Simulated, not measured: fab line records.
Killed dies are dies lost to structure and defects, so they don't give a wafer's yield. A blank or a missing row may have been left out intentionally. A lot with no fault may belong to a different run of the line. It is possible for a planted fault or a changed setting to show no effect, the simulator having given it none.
fab line records | flow n5Finfet
record lots=7 wafers=18 lastDay=17
route steps=1938 shown PASSIVATION@1917
lots that met no fault: from a run of the same line without faults
startH: start of the lot's first displayed wafer, in hours after the record's first day | waitH: hours since the lot's step before | " the same as in the row above | L1.1+2: several wafers, shown together as one row | - no value present, or no start provided | * or withheld: withheld | < > ~ a bound
route shown NAME@n: names a module that has steps shown in the file, with the first one's number in the route | usual: the fault-free wafers' mean and standard deviation | same: alike in all rows | chamber/n: place in a boat | sites: readings site by site | _std_site: how widely they spread, as a standard deviation | _edge_site: inner sites' mean taken away from outer sites' mean | radiusMm: for every site, how far away it sits from the centre of the wafer | mask NAME#n: copy n | behind: the tool/chamber that last shaped the wafer | hold: cause of the lot's hold/its duration in hours/its outcome | device: which transistor (n, p or np) failed to switch | end of line: the tests these same wafers got at the end of their route | a step given without rows: its recipe and nothing more | killed: not the wafer's yield, but the dies lost to structure and defects at the first sort | map: the dies of a wafer, with x for killed, . for not killed, _ for no die there
set.NAME: the setting that was run; set.NAME@STEP: the one run at that earlier step | model.NAME: the simulator's own value behind a step, which no gauge read
lots at selected steps of the route; one table per step, one row per wafer
services: the hour from which a tool's chamber was out of use, counted from the record's first day as startH (under 0 if before that day), plus the number of hours and why
## steps
# step N5_PASSIVATION_HMDS_37
# recipe timeS=60 tempC=120
# step N5_PASSIVATION_COAT_38
# recipe spinRpm=3000 resistThkNm=withheld
# step N5_PASSIVATION_EBR_40
# recipe solvent=PGMEA ebrWidthMm=1.5
# step N5_PASSIVATION_SOFTBAKE_39
# recipe tempC=110 timeS=120
# step N5_PASSIVATION_EXPOSE_41
# recipe maskId=PASS_OPEN na=0.55 defocusNm=0 sourceShape=conventional sigmaOuter=0.8 polarization=unpolarized targetCdNm=40000 doseMj=57.25
# step N5_PASSIVATION_PEB_42
# recipe pebTempC=withheld pebTimeS=*
# step N5_PASSIVATION_DEVELOP_43
# recipe developTimeS=60 rinseLiquid=diw dry=airSpin devTempC=21
# step N5_PASSIVATION_HARDBAKE_45
# recipe tempC=130 timeS=120
# step N5_PASSIVATION_CD_MEAS_44
# recipe targetCdNm=40000 landingEnergyEv=500 detector=seInlens
# usual cdNm=39997/4.3
# columns lot.wafer tool chamber startH waitH cdNm
L197.1 cdSem-01 0 324.46 - 39991
L197.2 " 0 " " 39987
L200.1 cdSem-03 0 327.60 - 40004
L200.4 " 0 " " 39996
L199.1 cdSem-02 0 328.31 - 39997
L199.2 " 0 " " 39996
L199.5 " 0 " " 39994
L201.1 cdSem-01 0 339.56 - 39997
L201.2 " 0 " " 39987
L205.1 cdSem-03 0 351.22 - 39999
L205.2 " 0 " " 39996
L205.4 " 0 " " 39998
L209.2 cdSem-01 0 397.67 - 40002
L209.4 " 0 " " 39999
L209.6 " 0 " " 40004
L213.1 cdSem-03 0 416.29 - 39997
L213.2 " 0 " " 39991
L213.4 " 0 " " 39994
# step N5_PASSIVATION_OVL_MEAS_66
# recipe pointsPerWafer=44
# usual PASS_OPEN_OVL=-2/6
# columns lot.wafer tool chamber startH waitH PASS_OPEN_OVL[nm]
L197.1 overlay-01 0 324.49 0.0 -1
L197.2 " 0 " " -6
L200.1 overlay-02 0 327.63 0.0 -6
L200.4 " 0 " " -5
L199.1 overlay-01 0 328.34 0.0 -3
L199.2 " 0 " " -12
L199.5 " 0 " " 3
L201.1 overlay-01 0 339.60 0.0 -8
L201.2 " 0 " " -5
L205.1 overlay-01 0 351.25 0.0 -1
L205.2 " 0 " " -5
L205.4 " 0 " " 0
L209.2 overlay-02 0 397.70 0.0 10
L209.4 " 0 " " 16
L209.6 " 0 " " 3
L213.1 overlay-01 0 416.32 0.0 0
L213.2 " 0 " " -4
L213.4 " 0 " " 6
# step N5_PASSIVATION_INSPECT_67
# recipe mode=adi inspectInstrument=macro
# usual rawDefectCount=1.9/1.4
# columns lot.wafer tool chamber startH waitH rawDefectCount
L197.1 defectInspect-01 - 324.52 0.0 2
L197.2 " - " " 4
L200.1 defectInspect-01 - 327.65 0.0 1
L200.4 " - " " 2
L199.1 defectInspect-01 - 328.36 0.0 1
L199.2 " - " " 6
L199.5 " - " " 2
L201.1 defectInspect-01 - 339.62 0.0 3
L201.2 " - " " 0
L205.1 defectInspect-02 - 351.27 0.0 1
L205.2 " - " " 5
L205.4 " - " " 0
L209.2 defectInspect-02 - 397.73 0.0 1
L209.4 " - " " 1
L209.6 " - " " 2
L213.1 defectInspect-02 - 416.34 0.0 1
L213.2 " - " " 1
L213.4 " - " " 3
# step N5_PASSIVATION_DESCUM_46
# recipe chemistry=O2 timeS=7.9 sourcePowerW=50 biasPowerW=20 pressureMtorr=20 rfFrequencyHz=2.712e+07 tempC=40 o2FlowSccm=225
# usual biasPowerW=20.00/0.059 drypumpMotorCurrentA=5.9/0.4 oesProductAu=0.80/0.089 rfVppV=243.0/1.4 showerheadPlenumPTorr=2.07/0.071 throttleValvePct=20.33/0.19
# same timeS=7.9
# columns lot.wafer tool chamber startH waitH biasPowerW drypumpMotorCurrentA oesProductAu rfHoursCounterH rfVppV showerheadPlenumPTorr throttleValvePct
L197.1 rieDiel-04 1 324.57 0.1 20.02 6.3 0.77 136 241.9 2.01 20.11
L197.2 " 2 " " 19.95 6.1 0.94 13 241.4 2.05 20.19
L200.1 rieDiel-04 2 327.79 0.1 20.01 6.1 0.94 15 242.3 2.04 20.17
L200.4 " 1 " " 19.92 6.3 0.78 138 242.2 2.01 20.10
L199.1 rieDiel-03 3 328.44 0.1 20.01 5.9 0.68 245 241.4 1.97 20.70
L199.2 " 0 " " 20.08 6.0 0.73 178 243.6 1.99 20.37
L199.5 " 2 " " 19.94 5.7 0.73 - 242.4 2.06 20.25
L201.1 rieDiel-04 2 339.75 0.1 19.96 6.1 0.92 19 242.1 2.04 20.18
L201.2 " 3 " " 20.00 5.1 0.82 84 242.6 2.11 20.60
L205.1 rieDiel-02 3 351.33 0.1 20.08 5.5 0.82 73 244.4 2.10 20.45
L205.2 " 0 " " 19.94 6.3 0.79 138 243.5 2.00 20.37
L205.4 " 2 " " 20.11 5.9 0.69 223 244.5 2.16 20.52
L209.2 rieDiel-02 0 397.83 0.1 20.05 6.4 0.77 155 241.1 1.99 20.39
L209.4 " 3 " " 20.13 5.5 0.79 93 245.1 2.10 20.48
L209.6 " 2 " " 19.95 5.9 0.68 - 244.8 2.15 20.56
L213.1 rieDiel-04 2 416.38 0.0 19.97 6.1 0.87 42 242.0 2.04 20.23
L213.2 " 0 " " 20.03 5.7 0.81 84 244.7 2.20 20.13
L213.4 " 3 " " 19.97 5.1 0.79 106 242.6 2.10 20.63
# step N5_PASSIVATION_PASS_ETCH_47
# recipe chemistry=CF4/O2 target=SiNx targetDepthA=7700 timeS=385 ionEnergyEv=100 pressureMtorr=40 sourceW=535 biasW=49 Ar_flow_sccm=100 cf4FlowSccm=100 O2_flow_sccm=10
# usual drypumpMotorCurrentA=5.9/0.4 oesProductAu=0.80/0.086 rfVppV=241/5.1 runLengthS=408.2/0.39 showerheadPlenumPTorr=2.19/0.073 throttleValvePct=15.79/0.18
# columns lot.wafer tool chamber startH waitH drypumpMotorCurrentA oesProductAu rfHoursCounterH rfVppV runLengthS showerheadPlenumPTorr throttleValvePct model.etch.depthNm
L197.1 rieDiel-04 1 324.61 0.0 6.3 0.78 136 234 408.7 2.12 15.57 761.5
L197.2 " 2 " " 6.1 0.93 13 246 518.6 2.15 15.51 997.5
L200.1 rieDiel-04 2 327.83 0.0 6.1 0.91 15 246 408.3 2.15 15.53 769.1
L200.4 " 1 " " 6.3 0.78 138 235 519.5 2.12 15.58 972.8
L199.1 rieDiel-03 3 328.48 0.0 5.9 0.67 245 246 408.6 2.08 16.23 740.3
L199.2 " 0 " " 6.0 0.71 178 243 408.5 2.10 15.88 745.2
L199.5 " 2 " " 5.7 0.73 - 234 408.2 2.19 15.84 789.2
L201.1 rieDiel-04 2 339.79 0.0 6.1 0.91 19 245 408.2 2.15 15.53 781.3
L201.2 " 3 " " 5.1 0.81 84 249 518.4 2.23 16.01 991.5
L205.1 rieDiel-02 3 351.37 0.0 5.5 0.81 73 247 407.6 2.23 15.94 744.2
L205.2 " 0 " " 6.3 0.79 138 239 408.5 2.12 15.89 773.1
L205.4 " 2 " " 5.9 0.70 223 240 408.0 2.25 15.86 737.9
L209.2 rieDiel-02 0 397.86 0.0 6.3 0.77 155 238 408.2 2.11 15.93 760.7
L209.4 " 3 " " 5.5 0.79 93 247 407.6 2.22 15.96 745.7
L209.6 " 2 " " 5.9 0.69 - 240 408.2 2.25 15.90 734.4
L213.1 rieDiel-04 2 416.41 0.0 6.1 0.86 42 245 408.1 2.14 15.57 772.3
L213.2 " 0 " " 5.7 0.80 84 241 408.3 2.33 15.64 768.9
L213.4 " 3 " " 5.1 0.80 106 250 408.3 2.22 16.04 766.7
# step N5_PASSIVATION_ETCH_54
# recipe chemistry=CHF3/O2 target=SiO2 targetDepthA=8800 CHF3_flow_sccm=50 O2_flow_sccm=5 Ar_flow_sccm=200 timeS=440 maskMaterial=PR pressureMtorr=30 sourceW=650 biasW=170 ionEnergyEv=200
# usual drypumpMotorCurrentA=5.9/0.4 oesProductAu=0.80/0.086 rfVppV=524/11 showerheadPlenumPTorr=2.39/0.08 throttleValvePct=18.74/0.18
# same timeS=440
# columns lot.wafer tool chamber startH waitH drypumpMotorCurrentA oesProductAu rfHoursCounterH rfVppV showerheadPlenumPTorr throttleValvePct
L197.1 rieDiel-04 1 324.84 0.1 6.3 0.78 136 512 2.32 18.49
L197.2 " 2 " " 6.1 0.93 13 534 2.36 18.52
L200.1 rieDiel-04 2 328.06 0.1 6.1 0.92 15 533 2.36 18.51
L200.4 " 1 " " 6.3 0.78 138 513 2.32 18.49
L199.1 rieDiel-03 3 328.70 0.1 5.9 0.67 245 535 2.28 19.14
L199.2 " 0 " " 6.0 0.71 178 529 2.29 18.76
L199.5 " 2 " " 5.7 0.72 - 508 2.41 18.81
L201.1 rieDiel-04 2 340.02 0.1 6.1 0.91 19 534 2.35 18.53
L201.2 " 3 " " 5.1 0.81 84 540 2.43 18.91
L205.1 rieDiel-02 3 351.59 0.1 5.5 0.80 73 536 2.46 19.01
L205.2 " 0 " " 6.3 0.78 138 522 2.32 18.82
L205.4 " 2 " " 5.9 0.70 223 524 2.47 18.82
L209.2 rieDiel-02 0 398.09 0.1 6.3 0.77 155 521 2.31 18.87
L209.4 " 3 " " 5.5 0.79 93 534 2.45 19.04
L209.6 " 2 " " 5.9 0.68 - 523 2.46 18.85
L213.1 rieDiel-04 2 416.64 0.1 6.2 0.87 43 534 2.35 18.56
L213.2 " 0 " " 5.7 0.81 84 524 2.54 18.55
L213.4 " 3 " " 5.1 0.79 106 539 2.42 18.94
# step N5_PASSIVATION_PROBE_49
# usual defectLimitedYield=91.2/1.6 killed_at_M0_to_M3=31/10 killed_at_M4_up=14/4.4 killedAtContacts=13/6 killedAtFrontEnd=43/13 killedAtOther=3.5/2.6 killedDies=104/18 killedOpen=68/14 killedShort=34/8.1 sort_bin_4_leakage=0.01/0.073 sort_bin_5_function=5.1/1.1 sort_bin_6_memory=3.3/0.68 sortNPass=1076/18 sortYieldPct=91.2/1.6
# same grossDies=1180 killedAtBackSide=0 sort_bin_8_speed[%]=0
# columns lot.wafer tool chamber startH waitH defectLimitedYield[%] killed_at_M0_to_M3 killed_at_M4_up killedAtContacts killedAtFrontEnd killedAtOther killedDies killedOpen killedShort sort_bin_4_leakage[%] sort_bin_5_function[%] sort_bin_6_memory[%] sortNPass sortYieldPct[%]
L197.1 prober-02 - 327.63 0.0 90.2 48 16 11 35 6 116 80 33 0 6.0 3.6 1064 90.2
L197.2 prober-02 - 327.68 0.1 89.2 40 21 11 51 5 128 93 35 0 5.2 5.5 1052 89.2
L200.4 prober-02 - 330.98 0.2 90.8 37 13 8 46 5 109 82 27 0 5.8 3.2 1071 90.8
L201.2 prober-01 - 344.97 0.1 90.4 50 11 11 37 4 113 83 30 0 5.8 3.2 1067 90.4
# killed by level:class
L197.1 BEOL_M3:geometricParticle:open=12 STI_FIN_REVEAL:geometricParticle:open=11 MOL_CONTACT_COAG:geometricParticle:open=9 BEOL_M4:geometricParticle:open=8 BEOL_M2:geometricParticle:open=8 BEOL_M0_SAQP:geometricParticle:open=7 BEOL_M0_SAQP:geometricParticle:short=7 FIN_SAQP:geometricParticle:open=6
L197.2 BEOL_M4:geometricParticle:open=15 FIN_SAQP:geometricParticle:short=12 MOL_CONTACT_COAG:geometricParticle:open=11 BEOL_M2:geometricParticle:open=9 FIN_SAQP:geometricParticle:open=8 BEOL_M0_SAQP:geometricParticle:open=8 ILD0:geometricParticle:open=7 BEOL_M1:geometricParticle:open=7
L200.4 FIN_SAQP:geometricParticle:open=15 BEOL_M0_SAQP:geometricParticle:open=12 STI_FIN_REVEAL:geometricParticle:open=9 BEOL_M1:geometricParticle:open=7 BEOL_M0_SAQP:geometricParticle:short=7 BEOL_M4:geometricParticle:open=7 MOL_CONTACT_COAG:geometricParticle:open=6 FIN_SAQP:geometricParticle:short=5
L201.2 BEOL_M2:geometricParticle:open=19 MOL_CONTACT_COAG:geometricParticle:open=11 STI_FIN_REVEAL:geometricParticle:open=7 BEOL_M0:geometricParticle:open=7 BEOL_M0_SAQP:geometricParticle:short=6 FIN_SAQP:geometricParticle:short=5 DUMMY_GATE:geometricParticle:open=5 BEOL_M4:geometricParticle:open=5
## services
# columns tool chamber startH hours kind
rieDiel-02 2 324.37 9.4 repair
rieDiel-03 1 329.91 16.6 repair
rieDiel-03 3 346.98 - clean
rieDiel-03 3 346.98 - consumableReplace:focusRing
rieDiel-03 3 346.98 - consumableReplace:showerhead
rieDiel-03 3 346.98 11.8 scheduledDown
rieDiel-03 3 346.98 11.8 ventCycle
rieDiel-04 - 359.62 15.6 pm
rieDiel-03 - 369.26 2.8 pm
rieDiel-03 3 401.22 14.2 repair
rieDiel-02 2 415.16 - clean
rieDiel-02 2 415.16 - consumableReplace:focusRing
## key
firstSign step=N5_PASSIVATION_PASS_ETCH_47 reading=runLengthS direction=up sigmas=99+ usual=* struck=*
effect none on later readings
modelEffect step=N5_PASSIVATION_PASS_ETCH_47 value=etch.depthNm without=767 struck=987.3
metAt N5_PASSIVATION_PASS_ETCH_47
struckWafers L197.2,L200.4,L201.2
fault kind=processParameterDrift tool=rieDiel-04 chamber=- onsetH=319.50 steps=N5_PASSIVATION_PASS_ETCH_47 channel=timeS offset=* shape=step endH=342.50 scope=struckWafersOnly actsIn=* stated=*
